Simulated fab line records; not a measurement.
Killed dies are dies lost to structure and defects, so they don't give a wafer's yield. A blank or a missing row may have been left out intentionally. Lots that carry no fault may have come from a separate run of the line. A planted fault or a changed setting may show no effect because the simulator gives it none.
Split-lot trial -- flow n5_finfet -- 7 lots, 21 wafers read, on a route of 1938 steps

## THE SPLIT
At N5_BEOL_M14_TRENCH_ETCH_34 (etches SiO2 in C4F8/O2/Ar, target depth 556.65 nm, time 126.9 s), the setting bias_w was moved away from the recipe's 2040 W on 4 of the 21 wafers read, by +11.0% to +17.0%. For the rest of the wafers, this setting stayed at what the recipe calls for.

The split's own step is where the reading is taken.

## THE READING
rf_vpp_V, in V, at N5_BEOL_M14_TRENCH_ETCH_34 (etches SiO2 in C4F8/O2/Ar, target depth 556.65 nm, time 126.9 s). A value of 2226 V with a standard deviation of 25 V is what fault-free wafers of this fab line usually give.

wafer,"tool, chamber at the split","bias_w as run, W",against the recipe,"rf_vpp_V, V",against lot-mates on the recipe
L079.3,"rie_diel-01, 0",2040,recipe,2224,-
L079.5,"rie_diel-01, 1",2040,recipe,2210,-
L079.6,"rie_diel-01, 2",2040,recipe,2218,-
L081.2,"rie_diel-03, 3",2387,+17.0%,2470,+194
L081.4,"rie_diel-03, 0",2387,+17.0%,2535,+259
L081.6,"rie_diel-03, 0",2040,recipe,2276,-
L090.1,"rie_diel-03, 2",2040,recipe,2245,-
L090.2,"rie_diel-03, 1",2264,+11.0%,2380,+152
L090.6,"rie_diel-03, 1",2040,recipe,2212,-
L087.2,"rie_diel-01, 1",2040,recipe,2209,-
L087.3,"rie_diel-01, 1",2040,recipe,2211,-
L087.6,"rie_diel-01, 2",2040,recipe,2217,-
L091.1,"rie_diel-03, 0",2040,recipe,2276,-
L091.4,"rie_diel-03, 0",2040,recipe,2275,-
L091.5,"rie_diel-03, 1",2040,recipe,2213,-
L097.3,"rie_diel-03, 0",2040,recipe,2272,-
L097.4,"rie_diel-03, 1",2040,recipe,2210,-
L097.5,"rie_diel-03, 1",2364,+15.9%,2449,+208
L096.3,"rie_diel-03, 3",2040,recipe,2214,-
L096.5,"rie_diel-03, 2",2040,recipe,2244,-
L096.6,"rie_diel-03, 1",2040,recipe,2214,-

FIT RESULTS
A straight line over all 21 wafers: rf_vpp_V changes by +15 V for each +1% of bias_w; r = +0.96; the points scatter about the line by 28 V.
The same after taking each lot's own level away (the mean of its wafers on the recipe; 21 wafers): +13.3 V for each +1%; r = +0.97; scatter 20 V.
Per that fit: largest bias_w move, reading shift of 2.3e+02 V.
From 2212.3 to 2276.0 V: that is the span of the lots' own levels, equal to 2.5 times the standard deviation above.
Thus the slope moves with the lot-to-lot level: the two fits are different.
Check: with one of the wafers moved furthest among these (+17.0%) left out of the fit, the line predicts +241 V for it against its lot-mates. It came out at +194 V against them.
Tool readings at the split's step, against how far the setting was moved: rf_vpp_V r = +0.96.

## ADDITIONAL SPLITS CARRIED BY THESE WAFERS
These wafers also went through other splits before the reading. Each is held against what the fit with the lots' levels taken away leaves over:
other split on the same wafers,wafers away from the commonest value,r with rf_vpp_V (lot level and that fit taken away)
N5_BEOL_M13_ILD_DEP_00 time_s,9,+0.13
N5_BEOL_M13_ETCH_59 time_s,6,+0.25
N5_BEOL_M13_VIA_ETCH_16 target_depth_a,9,-0.09

## THE FILE'S OWN FIT
rf_vpp_V changes by +13.3 V for each +1% of bias_w, r = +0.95.
